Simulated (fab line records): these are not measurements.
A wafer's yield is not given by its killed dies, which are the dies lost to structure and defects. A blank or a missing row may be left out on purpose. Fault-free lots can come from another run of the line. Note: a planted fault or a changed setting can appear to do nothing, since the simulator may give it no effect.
Chamber matching + flow n5Finfet + pecvd-02 running N5_BEOL_M4_PECVD_72: 3 sister chambers
The step deposits SiO2 from TEOS/O2, target thk 16 nm, time 18 s. 6 wafers are shown with their chamber, then 7 later ones without.

== WAFERS WITH THEIR CHAMBER ==
| wafer  | chamber | showerheadPlenumPTorr (Torr) | throttleValvePct (%) |
|--------|---------|------------------------------|----------------------|
| L081.5 | 0       | 8.86                         | 22.5                 |
| L082.4 | 0       | 8.84                         | 22.3                 |
| L086.5 | 2       | 8.79                         | 21.1                 |
| L086.6 | 1       | 8.80                         | 23.8                 |
| L091.1 | 2       | 8.79                         | 21.3                 |
| L091.2 | 1       | 8.76                         | 23.7                 |

== WAFERS MISSING THEIR CHAMBER ==
| wafer  | showerheadPlenumPTorr (Torr) | throttleValvePct (%) |
|--------|------------------------------|----------------------|
| L091.3 | 8.85                         | 22.1                 |
| L096.1 | 8.83                         | 22.4                 |
| L096.2 | 8.77                         | 23.6                 |
| L096.4 | 8.86                         | 22.4                 |
| L097.2 | 8.79                         | 21.0                 |
| L097.3 | 8.77                         | 23.4                 |
| L097.5 | 8.88                         | 22.3                 |

== WHICH CHAMBER EACH ONE RAN IN ==
| wafer  | from the rows above | in truth |
|--------|---------------------|----------|
| L091.3 | 0                   | 0        |
| L096.1 | 0                   | 0        |
| L096.2 | 1                   | 1        |
| L096.4 | 0                   | 0        |
| L097.2 | 2                   | 2        |
| L097.3 | 1                   | 1        |
| L097.5 | 0                   | 0        |
7 of 7 placed correctly. Can't be placed from these rows: 0. Placed wrongly: 0.
How it was worked out, from the rows above alone: a wafer's distance from a chamber is the root of the sum, over the readings, of the square of ((its reading less the chamber's mean) divided by the reading's scatter). If the next closest chamber is less than 2 further off than the closest, the wafer can't be placed; otherwise it belongs to the closest. Each chamber's mean is taken over the wafers shown for it. The scatter: the root of (the sum of the squares of (reading less its chamber's mean) over the shown wafers, divided by (wafers less chambers)).
